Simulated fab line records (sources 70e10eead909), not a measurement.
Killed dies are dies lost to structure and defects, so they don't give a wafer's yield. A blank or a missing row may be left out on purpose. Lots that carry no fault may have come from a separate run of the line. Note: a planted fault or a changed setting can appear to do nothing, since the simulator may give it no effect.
Comparing a struck lot with a sound one || flow nand harc || 32 steps out of a route of 1302
Sound: the wafers L557.4, L557.5, L557.6. Struck: wafer L564.5. (L564.4, L564.6 of the same lot were not struck and are left out.) The cause comes at the end.
Each step with rows lists, per side, the tool, then ch with its chambers, then its first start. Under that, the readings that differ: sound wafers || struck wafers || difference of the means || sigmas: that difference in standard deviations of wafers without a fault.
alike: words and numbers the same on both sides, and readings whose means are apart by under 2 such deviations; not compared: readings that were withheld, readings missing a value for some wafer, numbers with overlapping values and no deviation given by the record, and bounds like >300 which may hide the same value.
Wherever a step has rows on one side only, a row that says differs or no value, or a row with sigmas, the two part there. Numbers that have no deviation but don't overlap get no sigmas and don't part them. A reading missing from all wafers of one side parts the sides only when that side holds two or more wafers.

first, 5 steps without rows for these wafers: NHARC_A_ONON_D2_DEP_19 (target thk 1000 nm); NHARC_A_ONON_D2_DEP_22 (target thk 1000 nm); NHARC_A_ONON_D2_DEP_25 (target thk 1000 nm); NHARC_A_ONON_D2_DEP_28 (target thk 1000 nm); NHARC_A_ONON_D2_DEP_33 (deposits SiO2, target thk 200 nm).
NHARC_A_CHANNEL_HOLE_D2_DEP_00: deposits aC, target thk 3100 nm.
  sound on acl dep-01 ch 0, day 17 15:47; struck on acl dep-01 ch 0, day 20 09:19
  alike: throttle valve pct
then, 25 steps without rows for these wafers: NHARC_A_CHANNEL_HOLE_D2_DEP_01 (deposits SiON, target thk 140 nm); NHARC_A_CHANNEL_HOLE_D2_DEHYDRATE_02 (time 120 s); NHARC_A_CHANNEL_HOLE_D2_HMDS_03 (time 30 s); NHARC_A_CHANNEL_HOLE_D2_COAT_36 (time 75 s); NHARC_A_CHANNEL_HOLE_D2_COAT_37 (time 65 s); NHARC_A_CHANNEL_HOLE_D2_COAT_04 (resist thk 90 nm); NHARC_A_CHANNEL_HOLE_D2_SOFTBAKE_05 (time 55 s); NHARC_A_CHANNEL_HOLE_D2_EBR_06; NHARC_A_CHANNEL_HOLE_D2_EXPOSE_07 (exposes mask HOLE D2, target cd 100 nm); NHARC_A_CHANNEL_HOLE_D2_PEB_08 (peb time 65 s); NHARC_A_CHANNEL_HOLE_D2_DEVELOP_09 (develop time 35 s); NHARC_A_CHANNEL_HOLE_D2_DESCUM_15 (chemistry O2, time 3 s); NHARC_A_CHANNEL_HOLE_D2_ETCH_38 (etches the open film in CF4, target depth 39 nm, time 65 s); NHARC_A_CHANNEL_HOLE_D2_ETCH_39 (etches the open film in N2/H2, target depth 260 nm, time 325 s); NHARC_A_CHANNEL_HOLE_D2_ETCH_34 (etches the open film in CF4/CHF3, target depth 154 nm, time 77 s); NHARC_A_CHANNEL_HOLE_D2_ETCH_16 (etches the open film in O2/COS, target depth 3100 nm, time 806 s); NHARC_A_CHANNEL_HOLE_D2_ETCH_19 (etches the open film in C4F8/O2/Ar, time 34.5 s); NHARC_A_CHANNEL_HOLE_D2_ETCH_20 (etches the open film in C4F8/O2/Ar, time 361.9 s, target depth 1600 nm); NHARC_A_CHANNEL_HOLE_D2_ETCH_21 (etches the open film in C4F8/O2/Ar, time 514.3 s, target depth 1600 nm); NHARC_A_CHANNEL_HOLE_D2_ETCH_22 (etches the open film in C4F8/O2/Ar, time 666.7 s, target depth 1600 nm); NHARC_A_CHANNEL_HOLE_D2_ETCH_23 (etches the open film in C4F8/O2/Ar, time 819 s, target depth 1600 nm); NHARC_A_CHANNEL_HOLE_D2_ETCH_24 (etches the open film in C4F8/O2/Ar, time 906.2 s, target depth 1500 nm); NHARC_A_CHANNEL_HOLE_D2_ETCH_25 (etches the open film in C4F8/O2/Ar, time 1040.2 s, target depth 1500 nm); NHARC_A_CHANNEL_HOLE_D2_ETCH_26 (etches the open film in C4F8/O2/Ar, time 224.1 s, target depth 300 nm); NHARC_A_CHANNEL_HOLE_D2_ETCH_27 (etches the open film in C4F8/O2/Ar, time 90 s, target depth 400 nm).
-- the record jumps here: 12 days lie between the struck wafers' starts before and after (it left off in module A_CHANNEL_HOLE_D2 and takes up again in module END, whose first step shown is number 1302 of the route) --
NHARC_END_SORT_01:
  sound on prober-02 ch 0, day 28 22:23; struck on prober-01 ch 0, day 32 18:10
{"reading": "killed at array", "sound": "67 86 79", "struck": 638, "difference": "+561", "sigmas": "+33"}
{"reading": "killed dies", "sound": "69 89 81", "struck": 640, "difference": "+560", "sigmas": "+33"}
{"reading": "killed open", "sound": "1 6 4", "struck": 0, "difference": -4, "sigmas": -2}
  alike: killed at other, killed at periphery, killed short

WHERE THEY PART
Only at NHARC_END_SORT_01, as far as this record shows.

WHY: whatever the simulator had introduced
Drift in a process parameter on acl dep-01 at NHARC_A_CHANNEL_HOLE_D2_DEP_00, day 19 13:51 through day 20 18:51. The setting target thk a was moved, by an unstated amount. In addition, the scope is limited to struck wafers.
